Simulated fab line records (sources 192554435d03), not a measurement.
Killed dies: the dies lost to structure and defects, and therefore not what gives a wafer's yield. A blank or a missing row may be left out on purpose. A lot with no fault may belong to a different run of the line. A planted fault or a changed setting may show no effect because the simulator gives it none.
Struck lot and sound lot, side by side || flow n5 finfet || 38 out of 1938 route steps
Sound: these wafers, L288.1, L288.3, L288.4. Struck: wafer L286.3 (left out: L286.2, L286.5 of the same lot, which were not struck); the cause appears at the end.
Each step with rows lists, per side, the tool, then ch with its chambers, then its first start. Under that, the readings that differ: sound wafers || struck wafers || difference of the means || sigmas: that difference in standard deviations of wafers without a fault.
alike: a reading whose means differ by less than 2 such deviations, as well as words and numbers matching on both sides. not compared: withheld readings; readings where some wafer has no value; bounds like >300 that might hide an equal value; numbers whose values overlap and for which the record gives no deviation.
Wherever a step has rows on one side only, a row that says differs or no value, or a row with sigmas, the two part there. Numbers that don't overlap but have no deviation are shown without sigmas and don't part them. A reading that every wafer of one side lacks parts them only if that side has two wafers or more.

first, 9 steps without rows for these wafers: N5_BEOL_M4_ANNEAL_95 (time 240 s); N5_BEOL_M4_SPUTTER_96 (material Cu, target thk 4.5 nm, time 8.29 s); N5_BEOL_M4_ECD_50 (material Cu, target thk 300 nm); N5_BEOL_M4_ANNEAL_51 (time 90 s); N5_BEOL_M4_CMP_52 (polishes, stops on SiOC, t overpolish 6.8 s, target thk 40 nm); N5_BEOL_M4_PRE_CLEAN_60 (time 15 s); N5_BEOL_M4_CO_CAP_55 (material Co, precursor CCTBA/H2, target thk 2 nm, time 102.1 s); N5_BEOL_M4_PRE_CLEAN_56 (time 15 s); N5_BEOL_M4_DEP_57 (deposits SiCN from 3MS/NH3, target thk 8 nm, time 14 s).
N5_BEOL_M4_RC_MEAS_101:
  sound on prober-02 ch 0, day 12 15:33; struck on prober-01 ch 0, day 12 00:05
{"reading": "IOFF_P (nA/um)", "sound": "0.28 0.25 0.29", "struck": 0.16, "difference": -0.11, "sigmas": -3}
{"reading": "ION_N (uA/um)", "sound": "681 679 694", "struck": 662, "difference": -23, "sigmas": -2}
{"reading": "ION_P (uA/um)", "sound": "479 466 482", "struck": 449, "difference": -27, "sigmas": -3}
{"reading": "VT_P (mV)", "sound": "-242 -244 -239", "struck": -255, "difference": -13, "sigmas": -3}
  alike: DIBL_N, DIBL_P, IOFF_N, SS_N, SS_P, VT_N
then, 24 steps without rows for these wafers: N5_BEOL_M5_ILD_DEP_00 (deposits SiCOH lowk from DEMS/porogen, target thk 140.64 nm, time 25.9 s); N5_BEOL_M5_CURE_79 (cures SiCOH lowk, time 240 s); N5_BEOL_M5_PECVD_70 (deposits SiO2 from TEOS/O2, target thk 16 nm, time 18 s); N5_BEOL_M5_HM_DEP_02 (deposits TiN, target thk 20 nm); N5_BEOL_M5_COAT_59 (time 60 s, resist thk 60 nm); N5_BEOL_M5_COAT_60 (time 60 s, resist thk 12 nm); N5_BEOL_M5_COAT_71 (time 60 s, resist thk 5 nm); N5_BEOL_M5_COAT_05 (resist thk 30 nm); N5_BEOL_M5_EBR_07; N5_BEOL_M5_SOFTBAKE_06 (time 60 s); N5_BEOL_M5_EXPOSE_08 (exposes mask M5, target cd 28 nm); N5_BEOL_M5_PEB_09 (peb time 60 s); N5_BEOL_M5_DEVELOP_10 (develop time 30 s); N5_BEOL_M5_DESCUM_16 (chemistry O2, time 7 s); N5_BEOL_M5_ETCH_72 (etches underlayer in N2/H2, target depth 6.5 nm, time 5.2 s); N5_BEOL_M5_ETCH_61 (etches SiARC in CF4, target depth 15.6 nm, time 26 s); N5_BEOL_M5_ETCH_62 (etches SOC in N2/H2, target depth 75 nm, overetch 15 nm, time 112.5 s); N5_BEOL_M5_STRIP_63 (strips in N2/H2); N5_BEOL_M5_STRIP_73 (strips in N2/H2); N5_BEOL_M5_STRIP_64 (strips in CF4); N5_BEOL_M5_HM_OPEN_17 (chemistry Cl2/BCl3, target TiN, target depth 20 nm, overetch 6 nm); N5_BEOL_M5_STRIP_19 (strips in O2); N5_BEOL_M5_COAT_65 (time 60 s, resist thk 60 nm); N5_BEOL_M5_COAT_66 (time 60 s, resist thk 12 nm).
N5_BEOL_M8_ILD_DEP_00: deposits SiCOH lowk from DEMS/porogen, target thk 179.75 nm, time 33.4 s.
  sound on pecvd-01 ch 1,2, day 13 21:44; struck on pecvd-03 ch 2, day 13 08:37
{"reading": "model.SiCOH_lowk_of_BEOL_M8_ILD_DEP_00.thk nm (nm)", "sound": "176.8 176.6 179", "struck": 111.4, "difference": -66.1, "sigmas": ""}
  alike: heater power w, showerhead plenum p Torr, throttle valve pct
N5_BEOL_M8_THK_MEAS_01:
  sound: film metro-01 at day 13 23:03; struck: film metro-01 at day 13 09:12
{"reading": "M8_ILD_THK (nm)", "sound": "152.2 152.2 154.4", "struck": 95.6, "difference": -57.3, "sigmas": -32}
N5_BEOL_M8_CMP_52: polishes, stops on SiCOH lowk, t overpolish 6.9 s, target thk 80 nm.
  sound on cmp-02 ch 0,1,3, day 14 05:21; struck on cmp-02 ch 3, day 13 18:29
{"reading": "model.SiCOH_lowk_of_BEOL_M8_ILD_DEP_00.thk nm (nm)", "sound": "149.4 149.2 151.4", "struck": 92.6, "difference": -57.4, "sigmas": ""}
  alike: motor current A
-- the record jumps here: 3 days lie between the struck wafers' starts before and after (it left off in module BEOL_M8 and takes up again in module PASSIVATION, whose first step shown is number 1936 of the route) --
N5_PASSIVATION_PROBE_49:
  sound: prober-01 at day 16 20:37; struck: prober-02 at day 16 11:40
{"reading": "defect limited yield (%)", "sound": "88.1 88.8 88.6", "struck": 82.8, "difference": -5.7, "sigmas": -4}
{"reading": "killed_at_M4_up", "sound": "8 6 6", "struck": 97, "difference": "+90", "sigmas": "+16"}
{"reading": "killed at contacts", "sound": "24 23 26", "struck": 8, "difference": -16, "sigmas": -3}
{"reading": "killed dies", "sound": "140 132 134", "struck": 203, "difference": "+68", "sigmas": "+4"}
{"reading": "killed on rim", "sound": "25 17 21", "struck": 34, "difference": "+13", "sigmas": "+3"}
{"reading": "sort n pass", "sound": "1040 1048 1046", "struck": 977, "difference": -68, "sigmas": -4}
{"reading": "sort yield pct (%)", "sound": "88.1 88.8 88.6", "struck": 82.8, "difference": -5.7, "sigmas": -4}
  alike: killed_at_M0_to_M3, killed at front end, killed at other, killed open, killed short, sort_bin_4_leakage, sort_bin_5_function, sort_bin_6_memory

== WHERE THEY PART ==
Last at N5_PASSIVATION_PROBE_49 as far as this record goes, first at N5_BEOL_M4_RC_MEAS_101.

WHY: the cause the simulator had injected
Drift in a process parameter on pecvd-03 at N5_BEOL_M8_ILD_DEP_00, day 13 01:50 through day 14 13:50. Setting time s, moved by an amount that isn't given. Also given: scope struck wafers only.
